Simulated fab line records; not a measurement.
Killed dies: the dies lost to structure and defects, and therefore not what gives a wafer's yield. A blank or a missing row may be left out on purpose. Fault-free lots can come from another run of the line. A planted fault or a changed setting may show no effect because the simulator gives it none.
Which tool did it? :: flow n5-finfet :: Sampling: 10 lots, 30 wafers, 4 of 1938 route steps

== WHAT THE GAUGES SHOWED, per wafer ==
N5_BEOL_M4_RC_MEAS_101.
lot: L476
measured: day 7 22:32
on: prober-02
CJ_N: 4.30 4.22 4.33
DIBL_N (mV/V): 37.0 43.5 39.5
DIBL_P (mV/V): 35 44 38
IOFF_N (nA/um): 0.16 0.32 0.22
IOFF_P (nA/um): 0.21 0.42 0.29
ION_N (uA/um): 680 733 692
ION_P (uA/um): 467 500 479
SS_N (mV/dec): 71.0 72.7 71.5
SS_P (mV/dec): 73.8 76.2 73.5
VT_N (mV): 249 242 244
VT_P (mV): -249 -240 -245

lot: L477
measured: day 9 09:14
on: prober-02
CJ_N: 4.12 4.32 4.16
DIBL_N (mV/V): 36.1 37.3 37.3
DIBL_P (mV/V): 36 37 38
IOFF_N (nA/um): 0.15 0.18 0.18
IOFF_P (nA/um): 0.20 0.23 0.24
ION_N (uA/um): 674 681 689
ION_P (uA/um): 469 471 474
SS_N (mV/dec): 70.7 71.8 71.7
SS_P (mV/dec): 72.6 74.1 73.8
VT_N (mV): 250 247 246
VT_P (mV): -248 -250 -248

lot: L478
measured: day 8 21:05
on: prober-01
CJ_N: 4.41 4.39 4.34
DIBL_N (mV/V): 38.3 37.2 35.4
DIBL_P (mV/V): 40 38 36
IOFF_N (nA/um): 0.22 0.19 0.16
IOFF_P (nA/um): 0.36 0.28 0.26
ION_N (uA/um): 695 691 682
ION_P (uA/um): 487 478 481
SS_N (mV/dec): 72.9 72.2 72.0
SS_P (mV/dec): 73.0 73.6 73.0
VT_N (mV): 242 245 248
VT_P (mV): -239 -242 -243

lot: L479
measured: day 9 14:45
on: prober-02
CJ_N: 4.39 4.37 4.45
DIBL_N (mV/V): 31.4 36.5 35.3
DIBL_P (mV/V): 29 36 34
IOFF_N (nA/um): 0.09 0.17 0.14
IOFF_P (nA/um): 0.13 0.21 0.18
ION_N (uA/um): 648 691 677
ION_P (uA/um): 452 470 463
SS_N (mV/dec): 69.9 71.7 71.3
SS_P (mV/dec): 71.0 72.6 72.5
VT_N (mV): 256 246 252
VT_P (mV): -257 -249 -253

lot: L480
measured: day 10 00:55
on: prober-02
CJ_N: 4.25 4.33 4.29
DIBL_N (mV/V): 32.8 35.5 34.9
DIBL_P (mV/V): 32 35 34
IOFF_N (nA/um): 0.11 0.15 0.14
IOFF_P (nA/um): 0.14 0.19 0.16
ION_N (uA/um): 648 673 696
ION_P (uA/um): 457 457 462
SS_N (mV/dec): 70.1 70.9 72.1
SS_P (mV/dec): 72.0 72.6 73.0
VT_N (mV): 253 249 250
VT_P (mV): -255 -253 -255

lot: L481
measured: day 10 10:13
on: prober-02
CJ_N: 4.72 4.63 4.05
DIBL_N (mV/V): 31.3 31.8 34.2
DIBL_P (mV/V): 30 31 34
IOFF_N (nA/um): 0.10 0.10 0.12
IOFF_P (nA/um): 0.14 0.14 0.17
ION_N (uA/um): 676 659 652
ION_P (uA/um): 465 457 451
SS_N (mV/dec): 70.4 70.3 71.1
SS_P (mV/dec): 72.7 72.8 73.1
VT_N (mV): 258 256 257
VT_P (mV): -254 -254 -257

lot: L494
measured: day 13 05:12
on: prober-02
CJ_N: 4.25 4.48 4.35
DIBL_N (mV/V): 36.9 37.6 37.0
DIBL_P (mV/V): 38 37 36
IOFF_N (nA/um): 0.17 0.17 0.17
IOFF_P (nA/um): 0.24 0.24 0.22
ION_N (uA/um): 689 675 676
ION_P (uA/um): 475 466 454
SS_N (mV/dec): 71.3 72.1 71.6
SS_P (mV/dec): 74.3 74.6 74.0
VT_N (mV): 247 249 248
VT_P (mV): -247 -248 -247

lot: L495
measured: day 13 10:51
on: prober-01
CJ_N: 4.27 4.14 4.28
DIBL_N (mV/V): 36.5 32.8 35.4
DIBL_P (mV/V): 35 31 34
IOFF_N (nA/um): 0.14 0.10 0.13
IOFF_P (nA/um): 0.19 0.14 0.17
ION_N (uA/um): 663 659 670
ION_P (uA/um): 462 453 461
SS_N (mV/dec): 70.9 70.5 71.1
SS_P (mV/dec): 72.6 72.4 72.0
VT_N (mV): 250 256 252
VT_P (mV): -251 -256 -255

lot: L496
measured: day 14 04:37
on: prober-02
CJ_N: 4.41 4.30 4.12
DIBL_N (mV/V): 36.8 37.1 37.0
DIBL_P (mV/V): 37 38 38
IOFF_N (nA/um): 0.19 0.20 0.17
IOFF_P (nA/um): 0.23 0.23 0.23
ION_N (uA/um): 697 694 673
ION_P (uA/um): 475 466 466
SS_N (mV/dec): 71.2 71.2 71.6
SS_P (mV/dec): 72.9 73.8 74.1
VT_N (mV): 246 246 247
VT_P (mV): -248 -253 -251

lot: L498
measured: day 14 07:26
on: prober-01
CJ_N: 4.08 4.36 4.35
DIBL_N (mV/V): 28.6 32.5 32.1
DIBL_P (mV/V): 29 32 33
IOFF_N (nA/um): 0.06 0.11 0.11
IOFF_P (nA/um): 0.09 0.12 0.13
ION_N (uA/um): 633 658 677
ION_P (uA/um): 435 440 462
SS_N (mV/dec): 70.3 71.0 70.6
SS_P (mV/dec): 70.7 71.9 71.7
VT_N (mV): 264 256 253
VT_P (mV): -265 -259 -259

== WHAT TOOL EACH LOT RAN ON (gives the tool, then ch and the chambers of the sampled wafers, and finally the start) ==
lot: L476
N5_ZERO_LAYER_PECVD_02: pecvd-01 ch 1,2, day 1 18:18
N5_BEOL_M4_ANNEAL_93: pvd-sputter-02, day 7 21:04
N5_BEOL_M4_SPUTTER_94: pvd-sputter-02, day 7 21:13

lot: L477
N5_ZERO_LAYER_PECVD_02: pecvd-03 ch 0,1,2, day 2 00:19
N5_BEOL_M4_ANNEAL_93: pvd-sputter-03, day 9 07:19
N5_BEOL_M4_SPUTTER_94: pvd-sputter-03, day 9 07:27

lot: L478
N5_ZERO_LAYER_PECVD_02: pecvd-01 ch 1,2, day 2 06:17
N5_BEOL_M4_ANNEAL_93: pvd-sputter-03, day 8 19:19
N5_BEOL_M4_SPUTTER_94: pvd-sputter-03, day 8 19:28

lot: L479
N5_ZERO_LAYER_PECVD_02: pecvd-01 ch 0,1,2, day 2 12:17
N5_BEOL_M4_ANNEAL_93: pvd-sputter-03, day 9 13:17
N5_BEOL_M4_SPUTTER_94: pvd-sputter-03, day 9 13:26

lot: L480
N5_ZERO_LAYER_PECVD_02: pecvd-01 ch 0,1, day 2 18:18
N5_BEOL_M4_ANNEAL_93: pvd-sputter-03, day 9 23:16
N5_BEOL_M4_SPUTTER_94: pvd-sputter-03, day 9 23:25

lot: L481
N5_ZERO_LAYER_PECVD_02: pecvd-01 ch 1,2, day 3 00:17
N5_BEOL_M4_ANNEAL_93: pvd-sputter-03, day 10 08:46
N5_BEOL_M4_SPUTTER_94: pvd-sputter-03, day 10 08:54

lot: L494
N5_ZERO_LAYER_PECVD_02: pecvd-04 ch 0,2, day 6 06:17
N5_BEOL_M4_ANNEAL_93: pvd-sputter-03, day 13 03:27
N5_BEOL_M4_SPUTTER_94: pvd-sputter-03, day 13 03:35

lot: L495
N5_ZERO_LAYER_PECVD_02: pecvd-01 ch 0,2, day 6 12:17
N5_BEOL_M4_ANNEAL_93: pvd-sputter-01, day 13 08:46
N5_BEOL_M4_SPUTTER_94: pvd-sputter-01, day 13 08:55

lot: L496
N5_ZERO_LAYER_PECVD_02: pecvd-03 ch 0,1,2, day 6 18:17
N5_BEOL_M4_ANNEAL_93: pvd-sputter-02, day 14 02:55
N5_BEOL_M4_SPUTTER_94: pvd-sputter-02, day 14 03:03

lot: L498
N5_ZERO_LAYER_PECVD_02: pecvd-03 ch 0,2, day 7 06:17
N5_BEOL_M4_ANNEAL_93: pvd-sputter-03, day 14 05:56
N5_BEOL_M4_SPUTTER_94: pvd-sputter-03, day 14 06:04
- N5_ZERO_LAYER_PECVD_02: deposits SiO2 from SiH4/N2O, target thk 10 nm, time 6 s.
- N5_BEOL_M4_ANNEAL_93: time 240 s.
- N5_BEOL_M4_SPUTTER_94: material Cu, target thk 4.5 nm, time 8.29 s.

== AS READ BY THE TOOLS THEMSELVES (means over the sampled wafers that have a number; for cases with no such wafer, the mark the record gives instead) ==
N5_ZERO_LAYER_PECVD_02.
lot: L476
tool: pecvd-01
heater-power-w (W): 829
showerhead-plenum-p-Torr (Torr): 8.12

lot: L477
tool: pecvd-03
heater-power-w (W): 736
showerhead-plenum-p-Torr (Torr): 8.10

lot: L478
tool: pecvd-01
heater-power-w (W): 881
showerhead-plenum-p-Torr (Torr): 8.12

lot: L479
tool: pecvd-01
heater-power-w (W): 857
showerhead-plenum-p-Torr (Torr): 8.16

lot: L480
tool: pecvd-01
heater-power-w (W): 794
showerhead-plenum-p-Torr (Torr): 8.04

lot: L481
tool: pecvd-01
heater-power-w (W): 905
showerhead-plenum-p-Torr (Torr): 8.12

lot: L494
tool: pecvd-04
heater-power-w (W): 732
showerhead-plenum-p-Torr (Torr): 8.20

lot: L495
tool: pecvd-01
heater-power-w (W): 776
showerhead-plenum-p-Torr (Torr): 8.27

lot: L496
tool: pecvd-03
heater-power-w (W): 710
showerhead-plenum-p-Torr (Torr): 8.11

lot: L498
tool: pecvd-03
heater-power-w (W): 664
showerhead-plenum-p-Torr (Torr): 8.13

N5_BEOL_M4_ANNEAL_93.
lot: L476
tool: pvd-sputter-02
heater-power-w (W): 814

lot: L477
tool: pvd-sputter-03
heater-power-w (W): 847

lot: L478
tool: pvd-sputter-03
heater-power-w (W): 778

lot: L479
tool: pvd-sputter-03
heater-power-w (W): 846

lot: L480
tool: pvd-sputter-03
heater-power-w (W): 824

lot: L481
tool: pvd-sputter-03
heater-power-w (W): 828

lot: L494
tool: pvd-sputter-03
heater-power-w (W): 856

lot: L495
tool: pvd-sputter-01
heater-power-w (W): 789

lot: L496
tool: pvd-sputter-02
heater-power-w (W): 821

lot: L498
tool: pvd-sputter-03
heater-power-w (W): 834

N5_BEOL_M4_SPUTTER_94.
lot: L476
tool: pvd-sputter-02
throttle-valve-pct (%): 29.9

lot: L477
tool: pvd-sputter-03
throttle-valve-pct (%): 29.4

lot: L478
tool: pvd-sputter-03
throttle-valve-pct (%): 28.9

lot: L479
tool: pvd-sputter-03
throttle-valve-pct (%): 30.3

lot: L480
tool: pvd-sputter-03
throttle-valve-pct (%): 28.7

lot: L481
tool: pvd-sputter-03
throttle-valve-pct (%): 30.3

lot: L494
tool: pvd-sputter-03
throttle-valve-pct (%): 30.6

lot: L495
tool: pvd-sputter-01
throttle-valve-pct (%): 30.0

lot: L496
tool: pvd-sputter-02
throttle-valve-pct (%): 30.4

lot: L498
tool: pvd-sputter-03
throttle-valve-pct (%): 30.3

== THE ANSWER, worked out from the rows above alone ==
Rule: the lots themselves supply what counts as usual. The widest of any qualifying gaps counts: lots, ordered by their means at a reading, are off when they make up no more than a third of the lots, leave a main group of 4 or more, and stand apart from it by 3 or more times the standard deviation of that group's means. If all means in a main group match to the digits the tables above print for the reading, that group is not used. A lot without any number at a reading at which 4 lots or more have one is off too. The other lots that the step has rows for count as sound. First the gauges in route order, then the tools' own readings, where a lot's mean is used as printed above. The first step at which some lot is off is used, and at that step the reading that is off furthest; a lot without a number counts as furthest.
No lot is off at any reading shown: from this, nothing can be told.

== WHAT THE SIMULATOR HAD INSERTED ==
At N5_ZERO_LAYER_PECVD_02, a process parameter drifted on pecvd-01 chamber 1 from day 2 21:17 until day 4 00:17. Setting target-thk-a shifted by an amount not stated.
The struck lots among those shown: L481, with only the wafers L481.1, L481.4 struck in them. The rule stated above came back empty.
